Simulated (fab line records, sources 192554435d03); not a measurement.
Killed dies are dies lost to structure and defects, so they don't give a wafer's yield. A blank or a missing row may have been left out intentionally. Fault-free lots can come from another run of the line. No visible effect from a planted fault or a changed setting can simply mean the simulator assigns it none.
fab line records -- flow n5Finfet
record lots=24, wafers=72, lastDay=18
route steps=1938 shown BEOL_M2@842 BEOL_M3@934
lots with no fault: from the same line, run without faults
startH: start of the lot's first displayed wafer, in hours after the record's first day -- waitH: hours elapsed since this lot's preceding step -- " repeats the value in the row above -- L1.1+2: a row that stands for several wafers -- - no value, or no start was given -- * or withheld: withheld -- < > ~ a bound
route shown NAME@n: NAME is a module with steps in the file, n the number in the route of the first one -- usual: average and standard deviation across the fault-free wafers -- same: alike in all rows -- chamber/n: place in a boat -- sites: the reading at each site -- _std_site: their standard deviation -- _edge_site: mean of outer sites minus mean of inner sites -- radiusMm: how far each site lies from the wafer's centre -- mask NAME#n: copy n -- behind: the most recent tool/chamber to have shaped the wafer -- hold: what put the lot on hold/how long, in hours/how the hold closed -- device: names the non-switching transistor (n, p or np) -- end of line: tests run on the same wafers once the route is complete -- a step given without rows: its recipe and nothing more -- killed: not the wafer's yield, but the dies lost to structure and defects at the first sort -- map: the dies of a wafer, with x for killed, . for not killed, _ for no die there
set.NAME: the run value of the setting; set.NAME@STEP: its run value at that earlier step -- model.NAME: the simulator's own value behind a step, which no gauge read
one table for each step of the route and one row for each wafer, over a sample of lots
## steps
# step N5_BEOL_M2_THK_MEAS_01
# recipe reads=SiOC_of_BEOL_M2_ILD_DEP_00
# usual M2_ILD_THK=79.2/1
lot.wafer,tool,chamber,startH,waitH,M2_ILD_THK[nm]
L074.3,filmMetro-02,-,132.37,0.1,80.8
L074.4,filmMetro-02,-,132.37,0.1,81.2
L074.5,filmMetro-02,-,132.37,0.1,81.5
L075.1,filmMetro-02,-,137.59,0.0,78.3
L075.3,filmMetro-02,-,137.59,0.0,78.0
L075.6,filmMetro-02,-,137.59,0.0,80.1
L076.1,filmMetro-02,-,148.23,0.0,77.8
L076.3,filmMetro-02,-,148.23,0.0,78.4
L076.4,filmMetro-02,-,148.23,0.0,80.4
L077.1,filmMetro-01,-,151.16,0.0,78.2
L077.3,filmMetro-01,-,151.16,0.0,78.6
L077.6,filmMetro-01,-,151.16,0.0,79.4
L079.1,filmMetro-01,-,160.46,0.0,78.7
L079.4,filmMetro-01,-,160.46,0.0,80.1
L079.6,filmMetro-01,-,160.46,0.0,80.1
L078.1,filmMetro-01,-,164.06,0.0,79.9
L078.4,filmMetro-01,-,164.06,0.0,80.2
L078.5,filmMetro-01,-,164.06,0.0,80.4
L080.1,filmMetro-02,-,169.96,0.0,77.8
L080.3,filmMetro-02,-,169.96,0.0,77.5
L080.5,filmMetro-02,-,169.96,0.0,78.0
L081.1,filmMetro-02,-,174.96,0.0,77.6
L081.2,filmMetro-02,-,174.96,0.0,78.8
L081.5,filmMetro-02,-,174.96,0.0,79.1
L082.1,filmMetro-02,-,187.92,0.1,79.0
L082.5,filmMetro-02,-,187.92,0.1,79.7
L082.6,filmMetro-02,-,187.92,0.1,80.5
L083.4,filmMetro-01,-,195.26,0.0,80.4
L083.5,filmMetro-01,-,195.26,0.0,80.6
L083.6,filmMetro-01,-,195.26,0.0,79.4
L084.2,filmMetro-02,-,199.08,0.1,79.0
L084.4,filmMetro-02,-,199.08,0.1,80.2
L084.5,filmMetro-02,-,199.08,0.1,80.3
L085.2,filmMetro-01,-,208.64,0.1,78.1
L085.4,filmMetro-01,-,208.64,0.1,80.1
L085.6,filmMetro-01,-,208.64,0.1,80.4
L086.1,filmMetro-02,-,211.26,0.0,79.3
L086.2,filmMetro-02,-,211.26,0.0,78.5
L086.3,filmMetro-02,-,211.26,0.0,77.9
L087.1,filmMetro-02,-,216.79,0.0,78.7
L087.2,filmMetro-02,-,216.79,0.0,79.0
L087.6,filmMetro-02,-,216.79,0.0,80.5
L088.1,filmMetro-02,-,218.63,0.1,79.3
L088.4,filmMetro-02,-,218.63,0.1,80.4
L088.6,filmMetro-02,-,218.63,0.1,80.0
L090.3,filmMetro-01,-,227.71,0.1,78.3
L090.4,filmMetro-01,-,227.71,0.1,80.8
L090.5,filmMetro-01,-,227.71,0.1,79.6
L089.2,filmMetro-02,-,230.25,0.1,79.0
L089.3,filmMetro-02,-,230.25,0.1,78.9
L089.5,filmMetro-02,-,230.25,0.1,79.7
L091.2,filmMetro-01,-,236.07,0.1,78.0
L091.4,filmMetro-01,-,236.07,0.1,79.4
L091.6,filmMetro-01,-,236.07,0.1,79.4
L092.2,filmMetro-02,-,238.90,0.1,77.5
L092.3,filmMetro-02,-,238.90,0.1,78.8
L092.5,filmMetro-02,-,238.90,0.1,79.7
L094.1,filmMetro-01,-,251.59,0.1,78.6
L094.3,filmMetro-01,-,251.59,0.1,77.7
L094.4,filmMetro-01,-,251.59,0.1,79.5
L093.1,filmMetro-01,-,251.62,0.0,79.1
L093.4,filmMetro-01,-,251.62,0.0,78.8
L093.6,filmMetro-01,-,251.62,0.0,79.3
L095.2,filmMetro-01,-,270.56,0.1,76.8
L095.3,filmMetro-01,-,270.56,0.1,76.9
L095.4,filmMetro-01,-,270.56,0.1,78.0
L096.3,filmMetro-01,-,270.62,0.1,78.8
L096.4,filmMetro-01,-,270.62,0.1,79.9
L096.5,filmMetro-01,-,270.62,0.1,80.0
L097.2,filmMetro-02,-,273.94,0.1,78.0
L097.3,filmMetro-02,-,273.94,0.1,77.8
L097.4,filmMetro-02,-,273.94,0.1,79.2
# step N5_BEOL_M2_SURFACE_TREAT_85
# recipe gas=Ar, timeS=*, ionEnergyEv=*, ionCurrentMaCm2=0.5, pressureMtorr=*, arFlowSccm=30
# usual throttleValvePct=*
lot.wafer,tool,chamber,startH,waitH,throttleValvePct
L074.3,pvdSputter-01,-,141.50,0.1,*
L074.4,pvdSputter-01,-,141.50,0.1,*
L074.5,pvdSputter-01,-,141.50,0.1,*
L075.1,pvdSputter-03,-,145.09,0.1,*
L075.3,pvdSputter-03,-,145.09,0.1,*
L075.6,pvdSputter-03,-,145.09,0.1,*
L076.1,pvdSputter-01,-,155.41,0.1,*
L076.3,pvdSputter-01,-,155.41,0.1,*
L076.4,pvdSputter-01,-,155.41,0.1,*
L077.1,pvdSputter-01,-,158.74,0.2,*
L077.3,pvdSputter-01,-,158.74,0.2,*
L077.6,pvdSputter-01,-,158.74,0.2,*
L079.1,pvdSputter-02,-,169.93,0.2,*
L079.4,pvdSputter-02,-,169.93,0.2,*
L079.6,pvdSputter-02,-,169.93,0.2,*
L078.1,pvdSputter-01,-,170.17,0.2,*
L078.4,pvdSputter-01,-,170.17,0.2,*
L078.5,pvdSputter-01,-,170.17,0.2,*
L080.1,pvdSputter-02,-,175.05,0.3,*
L080.3,pvdSputter-02,-,175.05,0.3,*
L080.5,pvdSputter-02,-,175.05,0.3,*
L081.1,pvdSputter-02,-,186.82,1.6,*
L081.2,pvdSputter-02,-,186.82,1.6,*
L081.5,pvdSputter-02,-,186.82,1.6,*
L082.1,pvdSputter-02,-,195.37,0.2,*
L082.5,pvdSputter-02,-,195.37,0.2,*
L082.6,pvdSputter-02,-,195.37,0.2,*
L083.4,pvdSputter-02,-,202.80,0.2,*
L083.5,pvdSputter-02,-,202.80,0.2,*
L083.6,pvdSputter-02,-,202.80,0.2,*
L084.2,pvdSputter-03,-,210.72,0.1,*
L084.4,pvdSputter-03,-,210.72,0.1,*
L084.5,pvdSputter-03,-,210.72,0.1,*
L085.2,pvdSputter-03,-,213.74,0.1,*
L085.4,pvdSputter-03,-,213.74,0.1,*
L085.6,pvdSputter-03,-,213.74,0.1,*
L086.1,pvdSputter-03,-,218.51,0.2,*
L086.2,pvdSputter-03,-,218.51,0.2,*
L086.3,pvdSputter-03,-,218.51,0.2,*
L087.1,pvdSputter-01,-,221.12,0.2,*
L087.2,pvdSputter-01,-,221.12,0.2,*
L087.6,pvdSputter-01,-,221.12,0.2,*
L088.1,pvdSputter-02,-,224.10,0.1,*
L088.4,pvdSputter-02,-,224.10,0.1,*
L088.6,pvdSputter-02,-,224.10,0.1,*
L090.3,pvdSputter-01,-,238.23,0.1,*
L090.4,pvdSputter-01,-,238.23,0.1,*
L090.5,pvdSputter-01,-,238.23,0.1,*
L089.2,pvdSputter-03,-,240.25,0.2,*
L089.3,pvdSputter-03,-,240.25,0.2,*
L089.5,pvdSputter-03,-,240.25,0.2,*
L091.2,pvdSputter-03,-,244.91,0.4,*
L091.4,pvdSputter-03,-,244.91,0.4,*
L091.6,pvdSputter-03,-,244.91,0.4,*
L092.2,pvdSputter-03,-,247.09,1.3,*
L092.3,pvdSputter-03,-,247.09,1.3,*
L092.5,pvdSputter-03,-,247.09,1.3,*
L094.1,pvdSputter-03,-,262.39,0.4,*
L094.3,pvdSputter-03,-,262.39,0.4,*
L094.4,pvdSputter-03,-,262.39,0.4,*
L093.1,pvdSputter-03,-,265.35,0.1,*
L093.4,pvdSputter-03,-,265.35,0.1,*
L093.6,pvdSputter-03,-,265.35,0.1,*
L095.2,pvdSputter-03,-,274.90,0.2,*
L095.3,pvdSputter-03,-,274.90,0.2,*
L095.4,pvdSputter-03,-,274.90,0.2,*
L096.3,pvdSputter-03,-,279.42,0.2,*
L096.4,pvdSputter-03,-,279.42,0.2,*
L096.5,pvdSputter-03,-,279.42,0.2,*
L097.2,pvdSputter-01,-,281.59,0.1,*
L097.3,pvdSputter-01,-,281.59,0.1,*
L097.4,pvdSputter-01,-,281.59,0.1,*
# step N5_BEOL_M2_SPUTTER_81
# recipe material=Cu, targetThkA=45, tempC=-20, chamberPressurePa=0.07, powerW=withheld, timeS=8.29
# usual chamberPressurePa=0.06998/0.00014, chuckGasFlowSccm=1.25/0.05, throttleValvePct=30.1/0.8
lot.wafer,tool,chamber,startH,waitH,chamberPressurePa,chuckGasFlowSccm,throttleValvePct
L074.3,pvdSputter-03,-,142.35,0.1,0.06971,1.27,30.3
L074.4,pvdSputter-03,-,142.35,0.1,0.07001,1.25,30.8
L074.5,pvdSputter-03,-,142.35,0.1,0.07008,1.19,31.0
L075.1,pvdSputter-02,-,146.04,0.1,0.06988,1.23,28.8
L075.3,pvdSputter-02,-,146.04,0.1,0.06999,1.19,29.6
L075.6,pvdSputter-02,-,146.04,0.1,0.07001,1.27,28.5
L076.1,pvdSputter-01,-,156.10,0.1,0.06981,1.30,31.6
L076.3,pvdSputter-01,-,156.10,0.1,0.06977,1.28,30.4
L076.4,pvdSputter-01,-,156.10,0.1,0.06984,1.16,31.8
L077.1,pvdSputter-01,-,159.46,0.1,0.07009,1.30,30.4
L077.3,pvdSputter-01,-,159.46,0.1,0.06981,1.28,31.6
L077.6,pvdSputter-01,-,159.46,0.1,0.06986,1.20,29.0
L079.1,pvdSputter-01,-,170.75,0.1,0.07019,1.22,31.5
L079.4,pvdSputter-01,-,170.75,0.1,0.07,1.24,29.1
L079.6,pvdSputter-01,-,170.75,0.1,0.06987,1.26,30.4
L078.1,pvdSputter-01,-,172.67,0.1,0.06966,1.31,30.4
L078.4,pvdSputter-01,-,172.67,0.1,0.07016,1.30,31.4
L078.5,pvdSputter-01,-,172.67,0.1,0.06985,1.30,30.7
L080.1,pvdSputter-03,-,175.78,0.1,0.0698,1.39,29.8
L080.3,pvdSputter-03,-,175.78,0.1,0.06995,1.31,30.4
L080.5,pvdSputter-03,-,175.78,0.1,0.07001,1.26,30.4
L081.1,pvdSputter-03,-,187.75,0.1,0.06985,1.25,30.9
L081.2,pvdSputter-03,-,187.75,0.1,0.07006,1.22,30.0
L081.5,pvdSputter-03,-,187.75,0.1,0.06998,1.30,30.8
L082.1,pvdSputter-01,-,196.12,0.1,0.06993,1.19,31.7
L082.5,pvdSputter-01,-,196.12,0.1,0.06993,1.33,30.5
L082.6,pvdSputter-01,-,196.12,0.1,0.07005,1.28,30.2
L083.4,pvdSputter-03,-,203.46,0.1,0.06991,1.19,30.5
L083.5,pvdSputter-03,-,203.46,0.1,0.07004,1.26,30.1
L083.6,pvdSputter-03,-,203.46,0.1,0.07002,1.28,30.4
L084.2,pvdSputter-01,-,211.47,0.1,0.06978,1.25,31.4
L084.4,pvdSputter-01,-,211.47,0.1,0.07001,1.18,30.1
L084.5,pvdSputter-01,-,211.47,0.1,0.07004,1.21,29.2
L085.2,pvdSputter-03,-,216.17,0.1,0.07021,1.28,30.0
L085.4,pvdSputter-03,-,216.17,0.1,0.0701,1.24,30.7
L085.6,pvdSputter-03,-,216.17,0.1,0.06988,1.15,30.0
L086.1,pvdSputter-01,-,219.34,0.1,0.06995,1.34,30.0
L086.2,pvdSputter-01,-,219.34,0.1,0.06977,1.31,30.7
L086.3,pvdSputter-01,-,219.34,0.1,0.07006,1.25,29.1
L087.1,pvdSputter-02,-,221.78,0.1,0.06995,1.28,28.8
L087.2,pvdSputter-02,-,221.78,0.1,0.07009,1.34,29.0
L087.6,pvdSputter-02,-,221.78,0.1,0.07005,1.30,29.7
L088.1,pvdSputter-02,-,224.81,0.1,0.06995,1.36,30.0
L088.4,pvdSputter-02,-,224.81,0.1,0.07024,1.23,28.8
L088.6,pvdSputter-02,-,224.81,0.1,0.07006,1.31,28.5
L090.3,pvdSputter-02,-,239.08,0.1,0.07016,1.26,28.8
L090.4,pvdSputter-02,-,239.08,0.1,0.07012,1.16,28.8
L090.5,pvdSputter-02,-,239.08,0.1,0.06996,1.16,29.6
L089.2,pvdSputter-03,-,240.91,0.1,0.06986,1.25,30.6
L089.3,pvdSputter-03,-,240.91,0.1,0.06994,1.24,30.6
L089.5,pvdSputter-03,-,240.91,0.1,0.06981,1.31,30.1
L091.2,pvdSputter-03,-,245.69,0.1,0.07005,1.21,29.6
L091.4,pvdSputter-03,-,245.69,0.1,0.07034,1.25,30.0
L091.6,pvdSputter-03,-,245.69,0.1,0.06997,1.24,30.0
L092.2,pvdSputter-03,-,247.75,0.1,0.06985,1.34,30.2
L092.3,pvdSputter-03,-,247.75,0.1,0.06965,1.19,29.8
L092.5,pvdSputter-03,-,247.75,0.1,0.07017,1.22,30.3
L094.1,pvdSputter-01,-,263.26,0.1,0.06989,1.28,31.6
L094.3,pvdSputter-01,-,263.26,0.1,0.07001,1.23,30.6
L094.4,pvdSputter-01,-,263.26,0.1,0.07032,1.23,29.0
L093.1,pvdSputter-03,-,266.08,0.1,0.06999,1.23,30.8
L093.4,pvdSputter-03,-,266.08,0.1,0.06991,1.30,30.4
L093.6,pvdSputter-03,-,266.08,0.1,0.07021,1.20,30.1
L095.2,pvdSputter-03,-,277.38,0.1,0.06991,1.29,30.5
L095.3,pvdSputter-03,-,277.38,0.1,0.06981,1.23,30.0
L095.4,pvdSputter-03,-,277.38,0.1,0.07,1.30,29.8
L096.3,pvdSputter-01,-,280.11,0.1,0.0699,1.20,29.1
L096.4,pvdSputter-01,-,280.11,0.1,0.07018,1.24,31.9
L096.5,pvdSputter-01,-,280.11,0.1,0.07028,1.26,31.4
L097.2,pvdSputter-01,-,282.25,0.1,0.06994,1.21,29.2
L097.3,pvdSputter-01,-,282.25,0.1,0.06976,1.22,29.9
L097.4,pvdSputter-01,-,282.25,0.1,0.06966,1.34,30.8
# step N5_BEOL_M2_ANNEAL_89
# recipe tempC=400, timeS=240, ambient=vacuum
# usual heaterPowerW=779/68
lot.wafer,tool,chamber,startH,waitH,heaterPowerW
L074.3,pvdSputter-03,-,142.87,0.0,819
L074.4,pvdSputter-03,-,142.87,0.0,844
L074.5,pvdSputter-03,-,142.87,0.0,855
L075.1,pvdSputter-02,-,146.56,0.0,941
L075.3,pvdSputter-02,-,146.56,0.0,775
L075.6,pvdSputter-02,-,146.56,0.0,701
L076.1,pvdSputter-01,-,156.62,0.0,767
L076.3,pvdSputter-01,-,156.62,0.0,834
L076.4,pvdSputter-01,-,156.62,0.0,786
L077.1,pvdSputter-01,-,159.98,0.0,804
L077.3,pvdSputter-01,-,159.98,0.0,774
L077.6,pvdSputter-01,-,159.98,0.0,676
L079.1,pvdSputter-01,-,171.27,0.0,784
L079.4,pvdSputter-01,-,171.27,0.0,669
L079.6,pvdSputter-01,-,171.27,0.0,818
L078.1,pvdSputter-01,-,173.19,0.0,804
L078.4,pvdSputter-01,-,173.19,0.0,770
L078.5,pvdSputter-01,-,173.19,0.0,795
L080.1,pvdSputter-03,-,176.30,0.0,737
L080.3,pvdSputter-03,-,176.30,0.0,790
L080.5,pvdSputter-03,-,176.30,0.0,760
L081.1,pvdSputter-03,-,188.27,0.0,854
L081.2,pvdSputter-03,-,188.27,0.0,727
L081.5,pvdSputter-03,-,188.27,0.0,840
L082.1,pvdSputter-01,-,196.64,0.0,781
L082.5,pvdSputter-01,-,196.64,0.0,830
L082.6,pvdSputter-01,-,196.64,0.0,849
L083.4,pvdSputter-03,-,203.98,0.0,778
L083.5,pvdSputter-03,-,203.98,0.0,717
L083.6,pvdSputter-03,-,203.98,0.0,786
L084.2,pvdSputter-01,-,211.99,0.0,818
L084.4,pvdSputter-01,-,211.99,0.0,883
L084.5,pvdSputter-01,-,211.99,0.0,681
L085.2,pvdSputter-03,-,216.69,0.0,699
L085.4,pvdSputter-03,-,216.69,0.0,842
L085.6,pvdSputter-03,-,216.69,0.0,715
L086.1,pvdSputter-01,-,219.86,0.0,859
L086.2,pvdSputter-01,-,219.86,0.0,799
L086.3,pvdSputter-01,-,219.86,0.0,672
L087.1,pvdSputter-02,-,222.30,0.0,694
L087.2,pvdSputter-02,-,222.30,0.0,951
L087.6,pvdSputter-02,-,222.30,0.0,812
L088.1,pvdSputter-02,-,225.33,0.0,812
L088.4,pvdSputter-02,-,225.33,0.0,920
L088.6,pvdSputter-02,-,225.33,0.0,699
L090.3,pvdSputter-02,-,239.60,0.0,827
L090.4,pvdSputter-02,-,239.60,0.0,685
L090.5,pvdSputter-02,-,239.60,0.0,811
L089.2,pvdSputter-03,-,241.43,0.0,776
L089.3,pvdSputter-03,-,241.43,0.0,819
L089.5,pvdSputter-03,-,241.43,0.0,695
L091.2,pvdSputter-03,-,246.21,0.0,722
L091.4,pvdSputter-03,-,246.21,0.0,714
L091.6,pvdSputter-03,-,246.21,0.0,724
L092.2,pvdSputter-03,-,248.27,0.0,777
L092.3,pvdSputter-03,-,248.27,0.0,707
L092.5,pvdSputter-03,-,248.27,0.0,727
L094.1,pvdSputter-01,-,263.78,0.0,793
L094.3,pvdSputter-01,-,263.78,0.0,820
L094.4,pvdSputter-01,-,263.78,0.0,674
L093.1,pvdSputter-03,-,266.60,0.0,832
L093.4,pvdSputter-03,-,266.60,0.0,786
L093.6,pvdSputter-03,-,266.60,0.0,707
L095.2,pvdSputter-03,-,277.90,0.0,852
L095.3,pvdSputter-03,-,277.90,0.0,722
L095.4,pvdSputter-03,-,277.90,0.0,719
L096.3,pvdSputter-01,-,280.63,0.0,699
L096.4,pvdSputter-01,-,280.63,0.0,783
L096.5,pvdSputter-01,-,280.63,0.0,786
L097.2,pvdSputter-01,-,282.77,0.0,687
L097.3,pvdSputter-01,-,282.77,0.0,853
L097.4,pvdSputter-01,-,282.77,0.0,806
# step N5_BEOL_M3_HM_DEP_02
# recipe material=TiN, targetThkA=200, tempC=25, chamberPressurePa=0.49996
# usual chamberPressurePa=0.4999/0.00094, throttleValvePct=29.9/0.87
lot.wafer,tool,chamber,startH,waitH,chamberPressurePa,throttleValvePct
L074.3,pvdSputter-01,-,146.55,1.6,0.4995,31.8
L074.4,pvdSputter-01,-,146.55,1.6,0.4991,30.0
L074.5,pvdSputter-01,-,146.55,1.6,0.4996,30.2
L075.1,pvdSputter-03,-,151.02,2.2,0.4999,30.7
L075.3,pvdSputter-03,-,151.02,2.2,0.4992,30.0
L075.6,pvdSputter-03,-,151.02,2.2,0.5000,30.7
L076.1,pvdSputter-02,-,159.54,0.8,0.4999,28.6
L076.3,pvdSputter-02,-,159.54,0.8,0.4990,29.0
L076.4,pvdSputter-02,-,159.54,0.8,0.5003,29.8
L077.1,pvdSputter-01,-,163.65,1.6,0.4997,29.4
L077.3,pvdSputter-01,-,163.65,1.6,0.4982,31.6
L077.6,pvdSputter-01,-,163.65,1.6,0.5006,29.4
L079.1,pvdSputter-01,-,174.07,0.8,0.5019,31.7
L079.4,pvdSputter-01,-,174.07,0.8,0.5015,30.5
L079.6,pvdSputter-01,-,174.07,0.8,0.5009,31.6
L078.1,pvdSputter-01,-,176.32,1.0,0.4992,30.6
L078.4,pvdSputter-01,-,176.32,1.0,0.5009,31.6
L078.5,pvdSputter-01,-,176.32,1.0,0.5003,31.6
L080.1,pvdSputter-02,-,182.20,3.7,0.5000,28.8
L080.3,pvdSputter-02,-,182.20,3.7,0.4989,29.0
L080.5,pvdSputter-02,-,182.20,3.7,0.4992,28.9
L081.1,pvdSputter-03,-,190.97,0.5,0.5021,30.3
L081.2,pvdSputter-03,-,190.97,0.5,0.4987,29.9
L081.5,pvdSputter-03,-,190.97,0.5,0.5016,30.5
L082.1,pvdSputter-03,-,200.86,2.2,0.5011,30.6
L082.5,pvdSputter-03,-,200.86,2.2,0.5001,29.9
L082.6,pvdSputter-03,-,200.86,2.2,0.4990,30.4
L083.4,pvdSputter-03,-,209.92,3.9,0.4976,30.7
L083.5,pvdSputter-03,-,209.92,3.9,0.5016,29.8
L083.6,pvdSputter-03,-,209.92,3.9,0.4983,30.2
L084.2,pvdSputter-03,-,217.67,3.0,0.5006,29.8
L084.4,pvdSputter-03,-,217.67,3.0,0.4999,30.0
L084.5,pvdSputter-03,-,217.67,3.0,0.5008,29.9
L085.2,pvdSputter-03,-,218.91,0.2,0.4985,30.7
L085.4,pvdSputter-03,-,218.91,0.2,0.4997,29.9
L085.6,pvdSputter-03,-,218.91,0.2,0.4987,30.8
L086.1,pvdSputter-03,-,223.38,1.5,0.4986,29.9
L086.2,pvdSputter-03,-,223.38,1.5,0.4999,30.7
L086.3,pvdSputter-03,-,223.38,1.5,0.5008,30.4
L087.1,pvdSputter-03,-,224.44,0.0,0.4997,30.9
L087.2,pvdSputter-03,-,224.44,0.0,0.5001,29.9
L087.6,pvdSputter-03,-,224.44,0.0,0.5009,29.9
L088.1,pvdSputter-01,-,229.27,1.9,0.4992,30.5
L088.4,pvdSputter-01,-,229.27,1.9,0.5004,30.0
L088.6,pvdSputter-01,-,229.27,1.9,0.4985,29.3
L090.3,pvdSputter-02,-,243.63,1.7,0.4990,28.9
L090.4,pvdSputter-02,-,243.63,1.7,0.4981,29.0
L090.5,pvdSputter-02,-,243.63,1.7,0.4994,28.6
L089.2,pvdSputter-02,-,244.29,0.8,0.5007,29.0
L089.3,pvdSputter-02,-,244.29,0.8,0.4993,28.7
L089.5,pvdSputter-02,-,244.29,0.8,0.4994,29.2
L091.2,pvdSputter-02,-,248.32,0.1,0.5014,29.1
L091.4,pvdSputter-02,-,248.32,0.1,0.5006,28.9
L091.6,pvdSputter-02,-,248.32,0.1,0.5003,29.1
L092.2,pvdSputter-02,-,252.29,2.0,0.4994,29.0
L092.3,pvdSputter-02,-,252.29,2.0,0.4997,29.7
L092.5,pvdSputter-02,-,252.29,2.0,0.5002,29.8
L094.1,pvdSputter-02,-,268.87,2.5,0.5000,28.6
L094.3,pvdSputter-02,-,268.87,2.5,0.5001,28.7
L094.4,pvdSputter-02,-,268.87,2.5,0.4993,29.9
L093.1,pvdSputter-01,-,269.45,0.4,0.5014,31.5
L093.4,pvdSputter-01,-,269.45,0.4,0.4996,29.2
L093.6,pvdSputter-01,-,269.45,0.4,0.5000,30.9
L095.2,pvdSputter-02,-,280.27,0.3,0.4994,28.9
L095.3,pvdSputter-02,-,280.27,0.3,0.5000,29.9
L095.4,pvdSputter-02,-,280.27,0.3,0.4987,28.8
L096.3,pvdSputter-01,-,283.65,0.9,0.5002,30.1
L096.4,pvdSputter-01,-,283.65,0.9,0.4991,28.9
L096.5,pvdSputter-01,-,283.65,0.9,0.5006,30.5
L097.2,pvdSputter-01,-,286.45,1.6,0.5001,31.6
L097.3,pvdSputter-01,-,286.45,1.6,0.5004,30.7
L097.4,pvdSputter-01,-,286.45,1.6,0.4996,29.3
# step N5_BEOL_M3_INSPECT_13
# recipe mode=adi, inspectInstrument=brightfield
# usual rawDefectCount=414/86
lot.wafer,tool,chamber,startH,waitH,rawDefectCount
L074.3,defectInspect-01,-,147.03,0.0,366
L074.4,defectInspect-01,-,147.03,0.0,394
L074.5,defectInspect-01,-,147.03,0.0,395
L075.1,defectInspect-02,-,151.62,0.1,421
L075.3,defectInspect-02,-,151.62,0.1,490
L075.6,defectInspect-02,-,151.62,0.1,421
L076.1,defectInspect-01,-,160.15,0.1,471
L076.3,defectInspect-01,-,160.15,0.1,573
L076.4,defectInspect-01,-,160.15,0.1,616
L077.1,defectInspect-02,-,164.25,0.1,482
L077.3,defectInspect-02,-,164.25,0.1,373
L077.6,defectInspect-02,-,164.25,0.1,354
L079.1,defectInspect-01,-,174.55,0.1,528
L079.4,defectInspect-01,-,174.55,0.1,384
L079.6,defectInspect-01,-,174.55,0.1,399
L078.1,defectInspect-02,-,176.95,0.1,366
L078.4,defectInspect-02,-,176.95,0.1,346
L078.5,defectInspect-02,-,176.95,0.1,446
L080.1,defectInspect-01,-,182.67,0.1,366
L080.3,defectInspect-01,-,182.67,0.1,448
L080.5,defectInspect-01,-,182.67,0.1,310
L081.1,defectInspect-01,-,191.57,0.1,431
L081.2,defectInspect-01,-,191.57,0.1,423
L081.5,defectInspect-01,-,191.57,0.1,483
L082.1,defectInspect-02,-,201.48,0.1,415
L082.5,defectInspect-02,-,201.48,0.1,385
L082.6,defectInspect-02,-,201.48,0.1,438
L083.4,defectInspect-01,-,210.40,0.0,595
L083.5,defectInspect-01,-,210.40,0.0,390
L083.6,defectInspect-01,-,210.40,0.0,588
L084.2,defectInspect-02,-,218.27,0.0,292
L084.4,defectInspect-02,-,218.27,0.0,387
L084.5,defectInspect-02,-,218.27,0.0,345
L085.2,defectInspect-02,-,219.51,0.0,510
L085.4,defectInspect-02,-,219.51,0.0,430
L085.6,defectInspect-02,-,219.51,0.0,369
L086.1,defectInspect-01,-,223.98,0.1,486
L086.2,defectInspect-01,-,223.98,0.1,438
L086.3,defectInspect-01,-,223.98,0.1,546
L087.1,defectInspect-02,-,224.92,0.1,418
L087.2,defectInspect-02,-,224.92,0.1,306
L087.6,defectInspect-02,-,224.92,0.1,281
L088.1,defectInspect-02,-,229.87,0.1,290
L088.4,defectInspect-02,-,229.87,0.1,353
L088.6,defectInspect-02,-,229.87,0.1,380
L090.3,defectInspect-01,-,244.11,0.0,345
L090.4,defectInspect-01,-,244.11,0.0,320
L090.5,defectInspect-01,-,244.11,0.0,402
L089.2,defectInspect-02,-,244.89,0.0,368
L089.3,defectInspect-02,-,244.89,0.0,455
L089.5,defectInspect-02,-,244.89,0.0,246
L091.2,defectInspect-01,-,248.92,0.0,421
L091.4,defectInspect-01,-,248.92,0.0,375
L091.6,defectInspect-01,-,248.92,0.0,436
L092.2,defectInspect-02,-,252.89,0.0,357
L092.3,defectInspect-02,-,252.89,0.0,344
L092.5,defectInspect-02,-,252.89,0.0,345
L094.1,defectInspect-02,-,269.36,0.1,468
L094.3,defectInspect-02,-,269.36,0.1,436
L094.4,defectInspect-02,-,269.36,0.1,576
L093.1,defectInspect-02,-,270.05,0.1,240
L093.4,defectInspect-02,-,270.05,0.1,204
L093.6,defectInspect-02,-,270.05,0.1,359
L095.2,defectInspect-02,-,280.76,0.0,413
L095.3,defectInspect-02,-,280.76,0.0,446
L095.4,defectInspect-02,-,280.76,0.0,467
L096.3,defectInspect-02,-,284.25,0.0,416
L096.4,defectInspect-02,-,284.25,0.0,365
L096.5,defectInspect-02,-,284.25,0.0,348
L097.2,defectInspect-01,-,287.05,0.0,426
L097.3,defectInspect-01,-,287.05,0.0,412
L097.4,defectInspect-01,-,287.05,0.0,418
## key
fault none
